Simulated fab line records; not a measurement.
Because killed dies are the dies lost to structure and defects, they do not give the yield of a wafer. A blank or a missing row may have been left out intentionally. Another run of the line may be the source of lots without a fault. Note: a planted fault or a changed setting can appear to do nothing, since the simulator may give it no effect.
fab line records ; flow nand_harc
record lots=13; wafers=39; last_day=24
route steps=1159 shown P_STI@84 P_GATE@126 END@1159
lots that met no fault: taken from a fault-free run of the same line
start_h: the number of hours between the record's first day and the start of the first shown wafer of the lot ; wait_h: hours elapsed since this lot's preceding step ; " the same as in the row above ; L1.1+2: several wafers, shown together as one row ; - no value present, or no start provided ; * or withheld: withheld ; < > ~ a bound
route shown NAME@n: names a module that has steps shown in the file, with the first one's number in the route ; usual: the fault-free wafers' mean and standard deviation ; same: alike in all rows ; chamber/n: place in a boat ; sites: the reading at each site ; _std_site: the standard deviation of these ; _edge_site: outer sites' mean less inner sites' ; radius_mm: for every site, how far away it sits from the centre of the wafer ; mask NAME#n: copy n ; behind: the tool/chamber that last shaped the wafer ; hold: why the lot went on hold/how many hours it stayed there/how the hold came to an end ; device: the n, p or np transistor that did not switch ; end of line: the same wafers' tests at the end of the route ; a step with no rows: only its recipe ; killed: dies that structure and defects cost at the first sort, which is not the same as the wafer's yield ; map: shows each die of a wafer: x if killed, . if not, _ if none is there
set.NAME: setting as actually run; set.NAME@STEP: the setting as run at that earlier step ; model.NAME: the simulator's own value behind a step, which no gauge read
a sample of lots followed through the steps of the route, with each step as a table and each wafer as a row
services: from which hour (start_h, from the record's first day; less than 0 if before it) a tool's chamber was out of use, for how many hours, and why
## steps
# step NHARC_P_STI_OVL_MEAS_10
# usual overlay_x_nm=1/6.2; overlay_y_nm=0/4.9
lot.wafer;tool;chamber;start_h;wait_h;overlay_x_nm;overlay_y_nm
L287.2;overlay-02;-;42.12;-;10;2
L287.3;overlay-02;-;42.12;-;10;2
L287.5;overlay-02;-;42.12;-;10;3
L289.3;overlay-02;-;49.62;-;10;3
L289.4;overlay-02;-;49.62;-;10;3
L289.6;overlay-02;-;49.62;-;10;3
L290.2;overlay-01;-;59.08;-;5;-2
L290.3;overlay-01;-;59.08;-;5;-2
L290.5;overlay-01;-;59.08;-;6;-2
L291.2;overlay-01;-;66.18;-;-5;-1
L291.3;overlay-01;-;66.18;-;-5;0
L291.6;overlay-01;-;66.18;-;-5;0
L294.1;overlay-02;-;85.28;-;-2;-5
L294.3;overlay-02;-;85.28;-;-2;-5
L294.5;overlay-02;-;85.28;-;-1;-5
L299.2;overlay-02;-;113.30;-;11;-5
L299.4;overlay-02;-;113.30;-;12;-5
L299.5;overlay-02;-;113.30;-;12;-5
L300.2;overlay-02;-;119.31;-;6;9
L300.3;overlay-02;-;119.31;-;6;9
L300.6;overlay-02;-;119.31;-;6;9
L301.1;overlay-01;-;129.16;-;-7;-2
L301.2;overlay-01;-;129.16;-;-7;-2
L301.5;overlay-01;-;129.16;-;-6;-2
L303.1;overlay-01;-;138.72;-;-7;5
L303.4;overlay-01;-;138.72;-;-7;4
L303.6;overlay-01;-;138.72;-;-7;4
L305.1;overlay-01;-;149.03;-;6;-4
L305.2;overlay-01;-;149.03;-;6;-4
L305.6;overlay-01;-;149.03;-;6;-4
L306.1;overlay-01;-;154.94;-;3;4
L306.4;overlay-01;-;154.94;-;3;5
L306.6;overlay-01;-;154.94;-;3;4
L308.2;overlay-01;-;169.20;-;-1;0
L308.4;overlay-01;-;169.20;-;-1;0
L308.5;overlay-01;-;169.20;-;-1;0
L309.2;overlay-02;-;173.25;-;-2;3
L309.4;overlay-02;-;173.25;-;-2;2
L309.6;overlay-02;-;173.25;-;-2;3
# step NHARC_P_STI_DESCUM_14
# recipe time_s=3; o2_flow_sccm=200; ar_flow_sccm=0; bias_power_w=0; chemistry=O2
# usual drypump_motor_current_A=5.8/0.45; oes_product_au=0.998/0.012; rf_vpp_V=57.8/0.95; showerhead_plenum_p_Torr=1.92/0.09; throttle_valve_pct=11.311/0.0093
lot.wafer;tool;chamber;start_h;wait_h;drypump_motor_current_A;oes_product_au;rf_hours_counter_h;rf_vpp_V;showerhead_plenum_p_Torr;throttle_valve_pct
L287.2;rie_diel-04;1;42.30;-;6.1;0.984;7;56.3;1.84;11.320
L287.3;rie_diel-04;2;42.30;-;5.1;0.999;6;58.0;1.96;11.303
L287.5;rie_diel-04;1;42.30;-;6.1;0.987;-;57.7;1.84;11.326
L289.3;rie_diel-09;0;49.78;-;5.3;0.998;3;56.5;1.92;11.305
L289.4;rie_diel-09;3;49.78;-;6.0;1.000;3;56.2;1.86;11.298
L289.6;rie_diel-09;1;49.78;-;5.0;0.975;-;58.5;2.07;11.305
L290.3;rie_diel-01;0;59.26;-;6.0;1.015;3;60.6;2.05;11.303
L290.2;rie_diel-01;2;59.26;-;5.4;0.984;3;57.2;1.87;11.313
L290.5;rie_diel-01;0;59.26;-;6.0;1.022;-;58.0;2.05;11.310
L291.3;rie_diel-01;1;66.36;-;5.4;1.006;3;57.5;1.94;11.329
L291.2;rie_diel-01;2;66.36;-;5.4;0.989;3;57.4;1.87;11.315
L291.6;rie_diel-01;1;66.36;-;5.4;1.011;-;58.1;1.94;11.309
L294.1;rie_diel-04;2;85.46;-;5.1;0.991;8;58.9;1.96;11.324
L294.3;rie_diel-04;0;85.46;-;6.0;0.982;9;56.9;1.81;11.303
L294.5;rie_diel-04;3;85.46;-;6.4;1.011;-;57.8;1.86;11.311
L299.2;rie_diel-09;3;113.48;-;6.0;0.986;1;58.1;1.86;11.299
L299.4;rie_diel-09;1;113.48;-;5.0;0.967;1;58.2;2.07;11.312
L299.5;rie_diel-09;3;113.48;-;6.0;0.989;-;57.4;1.86;11.301
L300.2;rie_diel-09;1;119.48;-;5.0;0.982;1;57.1;2.07;11.312
L300.3;rie_diel-09;2;119.48;-;5.9;0.995;1;59.8;2.04;11.317
L300.6;rie_diel-09;2;119.48;-;5.9;0.991;-;58.2;2.04;11.307
L301.2;rie_diel-09;1;129.34;-;5.0;0.979;1;56.6;2.07;11.297
L301.1;rie_diel-09;3;129.34;-;6.0;0.977;1;58.5;1.86;11.313
L301.5;rie_diel-09;0;129.34;-;5.3;1.004;-;55.3;1.92;11.324
L303.1;rie_diel-04;0;138.89;-;6.0;1.004;1;57.0;1.81;11.328
L303.4;rie_diel-04;2;138.89;-;5.1;1.008;1;57.0;1.96;11.316
L303.6;rie_diel-04;1;138.89;-;6.1;0.996;-;58.4;1.84;11.307
L305.2;rie_diel-04;2;149.20;-;5.1;1.016;2;59.7;1.96;11.303
L305.1;rie_diel-04;0;149.20;-;6.0;1.008;2;56.4;1.81;11.335
L305.6;rie_diel-04;3;149.20;-;6.4;0.983;-;57.3;1.86;11.307
L306.1;rie_diel-01;3;155.12;-;6.2;1.008;0;57.4;1.81;11.299
L306.4;rie_diel-01;1;155.12;-;5.4;1.012;0;59.5;1.94;11.313
L306.6;rie_diel-01;0;155.12;-;6.0;0.994;-;58.6;2.05;11.302
L308.2;rie_diel-04;1;169.38;-;6.2;0.998;3;58.1;1.84;11.312
L308.4;rie_diel-04;3;169.38;-;6.4;0.991;3;57.9;1.86;11.319
L308.5;rie_diel-04;0;169.38;-;6.0;1.007;-;58.7;1.81;11.328
L309.4;rie_diel-01;1;173.43;-;5.4;1.009;1;57.7;1.94;11.297
L309.2;rie_diel-01;2;173.43;-;5.4;0.979;1;57.4;1.87;11.313
L309.6;rie_diel-01;1;173.43;-;5.4;1.002;-;58.5;1.94;11.299
# step NHARC_P_GATE_STRIP_15
# recipe time_s=780; temp_c=130; chemistry=SPM
# usual bath_guard_temp_C=130.1/0.59; bath_heat_duty_pct=13.8/1.4
lot.wafer;tool;chamber;start_h;wait_h;bath_guard_temp_C;bath_heat_duty_pct
L287.2;wet_bench-02;0;74.40;0.0;129.9;13.1
L287.3;wet_bench-02;1;74.40;0.0;129.3;14.1
L287.5;wet_bench-02;3;74.40;0.0;129.8;12.3
L289.6;wet_bench-02;3;90.26;0.0;129.3;13.0
L289.3;wet_bench-02;5;90.26;0.0;129.5;14.7
L289.4;wet_bench-02;6;90.26;0.0;130.6;13.4
L290.3;wet_bench-01;5;97.30;0.0;-;-
L290.5;wet_bench-01;6;97.30;0.0;-;-
L290.2;wet_bench-01;1;97.30;0.0;-;-
L291.3;wet_bench-02;5;105.47;0.0;-;-
L291.6;wet_bench-02;7;105.47;0.0;-;-
L291.2;wet_bench-02;0;105.47;0.0;-;-
L294.1;wet_bench-07;4;126.79;0.0;129.7;13.7
L294.5;wet_bench-07;6;126.79;0.0;129.4;13.1
L294.3;wet_bench-07;7;126.79;0.0;130.3;16.2
L300.6;wet_bench-01;1;153.06;0.1;130.7;14.0
L300.2;wet_bench-01;2;153.06;0.1;129.8;15.2
L300.3;wet_bench-01;5;153.06;0.1;130.7;15.7
L299.4;wet_bench-02;2;153.15;0.0;128.9;16.1
L299.5;wet_bench-02;3;153.15;0.0;129.6;12.0
L299.2;wet_bench-02;5;153.15;0.0;129.8;13.8
L301.5;wet_bench-02;2;166.46;0.0;128.6;16.0
L301.1;wet_bench-02;4;166.46;0.0;130.6;12.4
L301.2;wet_bench-02;5;166.46;0.0;129.7;14.2
L303.1;wet_bench-07;4;178.17;0.0;130.0;12.8
L303.4;wet_bench-07;5;178.17;0.0;130.5;12.5
L303.6;wet_bench-07;7;178.17;0.0;130.3;16.7
L305.2;wet_bench-07;2;184.40;0.0;130.3;11.6
L305.1;wet_bench-07;3;184.40;0.0;130.7;11.0
L305.6;wet_bench-07;4;184.40;0.0;129.8;13.2
L306.1;wet_bench-02;2;195.73;0.0;129.1;16.6
L306.6;wet_bench-02;3;195.73;0.0;129.9;12.8
L306.4;wet_bench-02;4;195.73;0.0;131.1;13.4
L308.4;wet_bench-07;7;206.24;0.0;130.1;15.7
L308.5;wet_bench-07;0;206.24;0.0;131.3;14.4
L308.2;wet_bench-07;1;206.24;0.0;130.8;14.0
L309.6;wet_bench-02;5;206.49;0.0;130.0;14.6
L309.4;wet_bench-02;7;206.49;0.0;129.9;12.8
L309.2;wet_bench-02;0;206.49;0.0;129.6;14.1
# step NHARC_P_GATE_OVL_MEAS_27
# usual overlay_x_nm=0.1/0.94; overlay_y_nm=-0.1/0.95
lot.wafer;tool;chamber;start_h;wait_h;overlay_x_nm;overlay_y_nm
L287.2;overlay-02;-;87.41;-;1.0;1.0
L287.3;overlay-02;-;87.41;-;0.7;0.8
L287.5;overlay-02;-;87.41;-;1.2;1.2
L289.3;overlay-02;-;103.80;-;-0.5;-1.5
L289.4;overlay-02;-;103.80;-;-0.4;-1.0
L289.6;overlay-02;-;103.80;-;-0.3;-0.8
L290.2;overlay-01;-;110.90;-;1.1;-1.1
L290.3;overlay-01;-;110.90;-;1.7;-1.6
L290.5;overlay-01;-;110.90;-;1.6;-2.1
L291.2;overlay-01;-;121.04;-;1.5;0.6
L291.3;overlay-01;-;121.04;-;2.0;0.7
L291.6;overlay-01;-;121.04;-;1.3;0.1
L294.1;overlay-02;-;140.86;-;-0.7;-0.4
L294.3;overlay-02;-;140.86;-;-0.1;0.2
L294.5;overlay-02;-;140.86;-;-0.2;0.1
L299.2;overlay-01;-;167.61;-;-0.2;0.0
L299.4;overlay-01;-;167.61;-;0.4;0.4
L299.5;overlay-01;-;167.61;-;-0.9;0.2
L300.2;overlay-02;-;168.19;-;0.1;-1.0
L300.3;overlay-02;-;168.19;-;-0.4;-0.7
L300.6;overlay-02;-;168.19;-;0.2;-0.4
L301.1;overlay-01;-;181.90;-;-0.8;0.3
L301.2;overlay-01;-;181.90;-;-0.7;0.4
L301.5;overlay-01;-;181.90;-;-0.6;0.8
L303.1;overlay-01;-;192.37;-;0.1;0.6
L303.4;overlay-01;-;192.37;-;-1.2;0.2
L303.6;overlay-01;-;192.37;-;-0.6;0.5
L305.1;overlay-02;-;198.02;-;0.6;0.7
L305.2;overlay-02;-;198.02;-;0.8;0.9
L305.6;overlay-02;-;198.02;-;0.5;0.8
L306.1;overlay-01;-;212.35;-;-2.1;-0.9
L306.4;overlay-01;-;212.35;-;-2.2;-0.9
L306.6;overlay-01;-;212.35;-;-1.3;-1.2
L308.2;overlay-02;-;220.41;-;0.0;1.1
L308.4;overlay-02;-;220.41;-;0.6;0.9
L308.5;overlay-02;-;220.41;-;0.4;1.2
L309.2;overlay-01;-;220.85;-;0.6;1.2
L309.4;overlay-01;-;220.85;-;1.0;1.2
L309.6;overlay-01;-;220.85;-;-0.1;1.6
# step NHARC_END_SORT_01
# recipe temp_c=25
# usual killed_at_array=25/10; killed_at_other=0.6/0.91; killed_at_periphery=3.6/2.9; killed_dies=29/10; killed_open=3.3/2; killed_short=1.9/1.5
# same gross_dies=677
lot.wafer;tool;chamber;start_h;wait_h;killed_at_array;killed_at_other;killed_at_periphery;killed_dies;killed_open;killed_short
L290.2;prober-02;0;461.07;2.8;43;0;634;677;7;1
L290.3;prober-02;0;461.86;3.1;30;1;646;677;2;3
L290.5;prober-02;0;463.45;3.7;43;0;634;677;13;6
L291.2;prober-01;0;484.69;2.8;21;1;655;677;3;1
L291.3;prober-01;0;485.49;3.1;17;0;660;677;5;1
L291.6;prober-01;0;487.88;4.0;17;1;659;677;2;0
# killed by level:class
L290.2 P_GATE:area_strip=630 A_CHANNEL_HOLE_D1:chamber_film_flake=17 A_SLIT:chamber_film_flake=14 A_CONTACT:chamber_film_flake=6 P_M1:geometric_particle:open=2 A_BLC:geometric_particle:open=2 P_M0:geometric_particle:open=1 A_ONON_D1:geometric_particle:short=1
L290.3 P_GATE:area_strip=638 A_CHANNEL_HOLE_D1:chamber_film_flake=11 A_SLIT:chamber_film_flake=8 A_CONTACT:chamber_film_flake=7 P_M2:chamber_film_flake=4 P_GATE:geometric_particle:open=1 A_ONON_D1:geometric_particle:short=1 A_CHANNEL_HOLE_D1:geometric_particle:short=1
L290.5 P_GATE:area_strip=630 A_SLIT:chamber_film_flake=12 A_CHANNEL_HOLE_D1:chamber_film_flake=7 A_CONTACT:chamber_film_flake=7 A_CONTACT:geometric_particle:open=4 A_ONON_D1:geometric_particle:short=2 A_CHANNEL_FILL_D1:geometric_particle:open=2 A_BLC:geometric_particle:open=2
L291.2 P_GATE:area_strip=651 A_SLIT:chamber_film_flake=11 A_STAIRCASE:chamber_film_flake=3 A_CONTACT:chamber_film_flake=3 A_CHANNEL_HOLE_D1:chamber_film_flake=2 P_M0:geometric_particle:open=1 P_M1:geometric_particle:open=1 A_M0:geometric_particle:open=1
L291.3 P_GATE:area_strip=655 A_SLIT:chamber_film_flake=8 P_M0:geometric_particle:open=2 P_BONDPAD:chamber_film_flake=2 A_CHANNEL_HOLE_D1:chamber_film_flake=2 A_CONTACT:chamber_film_flake=2 A_ONON_D1:geometric_particle:open=1 A_SLIT:geometric_particle:open=1
L291.6 P_GATE:area_strip=650 A_SLIT:chamber_film_flake=11 P_STI:chamber_film_flake=3 P_BONDPAD:chamber_film_flake=3 A_CONTACT:chamber_film_flake=3 P_GATE:chamber_film_flake=2 A_STAIRCASE:chamber_film_flake=2 P_M0:geometric_particle:open=1
## services
tool;chamber;start_h;hours;kind
wet_bench-01;-;37.60;8.0;pm
rie_diel-04;2;59.32;3.2;repair
rie_diel-01;-;71.26;0.3;repair
rie_diel-09;-;77.10;9.0;pm
rie_diel-01;1;81.11;5.1;repair
rie_diel-09;0;88.18;7.6;repair
wet_bench-07;-;96.00;8.0;pm
rie_diel-04;-;111.90;9.0;pm
rie_diel-09;0;130.18;6.9;repair
rie_diel-01;-;137.80;9.0;pm
wet_bench-02;-;180.19;8.0;pm
wet_bench-02;0;188.19;-;consumable_replace:bath
wet_bench-02;0;188.19;-;consumable_replace:filter
wet_bench-02;1;188.19;-;consumable_replace:bath
wet_bench-02;1;188.19;-;consumable_replace:filter
wet_bench-02;2;188.19;-;consumable_replace:bath
wet_bench-02;2;188.19;-;consumable_replace:filter
wet_bench-02;3;188.19;-;consumable_replace:bath
wet_bench-02;3;188.19;-;consumable_replace:filter
wet_bench-02;4;188.19;-;consumable_replace:bath
wet_bench-02;4;188.19;-;consumable_replace:filter
wet_bench-02;5;188.19;-;consumable_replace:bath
wet_bench-02;5;188.19;-;consumable_replace:filter
rie_diel-01;2;194.08;10.1;repair
## key
first_sign step=NHARC_P_GATE_STRIP_15; reading=tool_record; direction=missing
effect step=NHARC_END_SORT_01; reading=killed_at_periphery; direction=up; sigmas=99+; usual=3.6; struck=648
more_kills_born_at NHARC_P_GATE_STRIP_15@wet_bench-02=1956; NHARC_P_GATE_STRIP_15@wet_bench-01=1898
met_at NHARC_P_GATE_STRIP_15
struck_lots L290,L291
later_rows_left_out L290.2,L290.3,L290.5,L291.2,L291.3,L291.6
tester_left_out L290,L291
not_acting_at NHARC_P_STI_OVL_MEAS_10,NHARC_P_STI_DESCUM_14,NHARC_P_GATE_OVL_MEAS_27
onset_between 90.26 97.30
fault kind=skipped_step_whole; tool=wet_bench-01,wet_bench-02; chamber=-; onset_h=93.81; steps=NHARC_P_GATE_STRIP_15; scope=struck_lots_only
# tester_left_out: of these lots the tester's yield and bins aren't shown, on N5 and GAA mostly nor the transistor test; their killed dies are dies lost to structure and defects alone, not to doping, threshold or leakage, so they don't give the yield
# later_rows_left_out: the simulator's readings of these wafers behind a module that went badly wrong aren't trusted and aren't shown, but for the sort
